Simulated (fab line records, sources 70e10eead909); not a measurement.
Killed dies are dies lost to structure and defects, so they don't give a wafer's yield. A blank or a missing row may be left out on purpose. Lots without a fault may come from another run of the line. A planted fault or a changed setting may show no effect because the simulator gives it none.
Chamber matching | flow nand_harc | NHARC_P_CONTACT_ALD_22 on ald_metal-04: 4 sister chambers
The step deposits TiN, target thk 3 nm, pulse time 1 s, ald cycles 150. 14 wafers are shown with their chamber, then 7 later ones without.

WAFERS WITH THEIR CHAMBER
wafer  | chamber | heater_power_w (W) | heater_power_outer_w (W) | precursor_pulse_height_rel
L074.1 | 1       | 1109               | 773                      | 0.991
L074.3 | 3       | 1127               | 748                      | 0.985
L074.4 | 2       | 1238               | 851                      | 0.970
L079.1 | 3       | 1133               | 714                      | 1.027
L079.3 | 1       | 1108               | 765                      | 1.007
L079.5 | 1       | 1095               | 766                      | 0.987
L080.4 | 0       | 1027               | 628                      | 1.000
L080.5 | 0       | 1010               | 620                      | 0.987
L080.6 | 3       | 1152               | 733                      | 0.969
L083.1 | 3       | 1167               | 733                      | 0.959
L083.4 | 2       | 1237               | 806                      | 1.010
L083.5 | 3       | 1150               | 734                      | 0.973
L087.2 | 0       | 1045               | 627                      | 0.993
L087.4 | 1       | 1113               | 761                      | 1.009

SIGNATURES (means of the wafers above)
reading                    | chamber 0 | chamber 1 | chamber 2 | chamber 3 | scatter within a chamber
heater_power_w             | 1027.33   | 1106.25   | 1237.50   | 1145.80   | 13.5
heater_power_outer_w       | 625.00    | 766.25    | 828.50    | 732.40    | 13.1
precursor_pulse_height_rel | 0.99333   | 0.99850   | 0.99000   | 0.98260   | 0.0202
Rule: a wafer's distance from a chamber is the root of the sum, over the readings, of the square of ((its reading less the chamber's mean) divided by the reading's scatter). The wafer belongs to the nearest chamber; if the next one is less than 2 further off, it can't be placed. The scatter: the root of (the sum of the squares of (reading less its chamber's mean) over the shown wafers, divided by (wafers less chambers)).

WAFERS WITHOUT THEIR CHAMBER
wafer  | heater_power_w (W) | heater_power_outer_w (W) | precursor_pulse_height_rel
L087.5 | 1142               | 745                      | 1.003
L095.1 | 1054               | 737                      | 0.968
L095.2 | 1161               | 779                      | 0.959
L095.6 | 1049               | 720                      | 0.997
L096.4 | 1060               | 735                      | 1.007
L096.5 | 1019               | 641                      | 0.966
L096.6 | 1177               | 765                      | 1.014

WHICH CHAMBER EACH WENT THROUGH
wafer  | from the rows above          | in truth
L087.5 | can't be placed: 3 or 1      | 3
L095.1 | 1                            | 1
L095.2 | can't be placed: 3 or 1      | 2
L095.6 | can't be placed: 1 or 3 or 0 | 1
L096.4 | 1                            | 1
L096.5 | 0                            | 0
L096.6 | can't be placed: 3 or 1      | 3
Placed correctly: 3 of 7. Can't be placed from these rows: 4 (the true chamber is among the candidates in 3). Placed wrongly: 0.
